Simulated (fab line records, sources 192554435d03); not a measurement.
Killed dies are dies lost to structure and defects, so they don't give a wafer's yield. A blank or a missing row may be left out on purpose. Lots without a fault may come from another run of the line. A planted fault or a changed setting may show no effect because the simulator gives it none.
Which tool did it? | flow n5_finfet | 14 lots, 42 wafers sampled, at 2 steps of a route of 1938

WHAT THE GAUGES READ, wafer by wafer
N5_WELL_APT_INSPECT_10: inspects for defects (macro).
lot  | measured    | on                | raw_defect_count
L625 | day 1 13:45 | defect_inspect-02 | 1 3 1
L626 | day 2 01:44 | defect_inspect-02 | 2 1 2
L627 | day 2 02:05 | defect_inspect-02 | 1 0 2
L634 | day 3 19:37 | defect_inspect-02 | 1 2 3
L635 | day 4 01:37 | defect_inspect-01 | 2 2 0
L639 | day 5 01:40 | defect_inspect-02 | 3 3 1
L640 | day 5 07:41 | defect_inspect-01 | 3 0 2
L641 | day 5 13:38 | defect_inspect-02 | 1 3 3
L642 | day 5 19:37 | defect_inspect-01 | 0 2 2
L644 | day 6 07:42 | defect_inspect-01 | 3 2 2
L645 | day 6 14:05 | defect_inspect-02 | 1 2 3
L646 | day 6 20:00 | defect_inspect-01 | 3 3 1
L647 | day 7 01:37 | defect_inspect-02 | 0 2 2
L648 | day 7 10:43 | defect_inspect-02 | 4 2 3

WHICH TOOL RAN EACH LOT (tool, then ch and the chambers of the sampled wafers, then the start)
lot  | N5_ZERO_LAYER_STRIP_24
L625 | plasma_asher-02 ch 0,1, day 1 13:02
L626 | plasma_asher-01 ch 0,1, day 1 19:01
L627 | plasma_asher-02 ch 0,1, day 2 00:53
L634 | plasma_asher-02 ch 0,1, day 3 18:53
L635 | plasma_asher-01 ch 0,1, day 4 00:54
L639 | plasma_asher-02 ch 0,1, day 5 00:56
L640 | plasma_asher-02 ch 0,1, day 5 06:56
L641 | plasma_asher-02 ch 0, day 5 12:53
L642 | plasma_asher-02 ch 0,1, day 5 18:55
L644 | plasma_asher-01 ch 0,1, day 6 06:58
L645 | plasma_asher-01 ch 0,1, day 6 13:20
L646 | plasma_asher-01 ch 0,1, day 6 19:15
L647 | plasma_asher-02 ch 0,1, day 7 00:53
L648 | plasma_asher-02 ch 0,1, day 7 10:00
- N5_ZERO_LAYER_STRIP_24: strips in O2.

WHAT THE TOOLS THEMSELVES READ (means of the sampled wafers that have a number; where no wafer has one, the mark that the record gives instead)
N5_ZERO_LAYER_STRIP_24.
lot  | tool            | chamber_pressure_mTorr (mTorr) | drypump_motor_current_A (A) | heater_power_w (W) | oes_product_au (a.u.) | strip_time_to_endpoint_s (s)
L625 | plasma_asher-02 | 998.8                          | 5.6                         | 394                | 0.643                 | 43.78
L626 | plasma_asher-01 | 999.7                          | 5.8                         | 309                | 0.649                 | 43.89
L627 | plasma_asher-02 | 1000.2                         | 5.9                         | 398                | 0.650                 | 43.99
L634 | plasma_asher-02 | 999.6                          | 6.0                         | 395                | 0.647                 | 43.91
L635 | plasma_asher-01 | 999.6                          | 5.8                         | 303                | 0.644                 | 43.91
L639 | plasma_asher-02 | 1000.8                         | 5.9                         | 397                | 0.649                 | 43.92
L640 | plasma_asher-02 | 1000.8                         | 5.6                         | 397                | 0.642                 | 43.93
L641 | plasma_asher-02 | 1000.3                         | 6.3                         | 401                | 0.647                 | 43.69
L642 | plasma_asher-02 | 999.6                          | 5.9                         | 401                | 0.641                 | 43.93
L644 | plasma_asher-01 | 1000.2                         | 5.9                         | 327                | 0.645                 | 43.80
L645 | plasma_asher-01 | 1000.1                         | 5.9                         | 326                | 0.646                 | 44.02
L646 | plasma_asher-01 | 999.5                          | 5.8                         | 305                | 0.646                 | 43.85
L647 | plasma_asher-02 | 999.8                          | 5.9                         | 396                | 0.649                 | 43.82
L648 | plasma_asher-02 | 999.3                          | 5.9                         | 406                | 0.644                 | 43.86

THE ANSWER, worked out from the rows above alone
Rule: what is usual is taken from the lots themselves. Put in order of their means at a reading, lots are off if they are a third of the lots or fewer, leave a main group of 4 or more, and stand apart from it by a gap of 3 or more times the standard deviation of the main group's means; of several such gaps the widest counts. A main group whose means are all the same, to the digits that the tables above print for the reading, isn't used. A lot without any number at a reading at which 4 lots or more have one is off too. The other lots that the step has rows for count as sound. The gauges are gone through in route order, then the tools' own readings, and for those a lot's mean is taken as printed above. The first step at which some lot is off is used, and at that step the reading that is off furthest; a lot without a number counts as furthest.
No lot is off at any reading shown: from this, nothing can be told.

WHAT THE SIMULATOR HAD PUT IN
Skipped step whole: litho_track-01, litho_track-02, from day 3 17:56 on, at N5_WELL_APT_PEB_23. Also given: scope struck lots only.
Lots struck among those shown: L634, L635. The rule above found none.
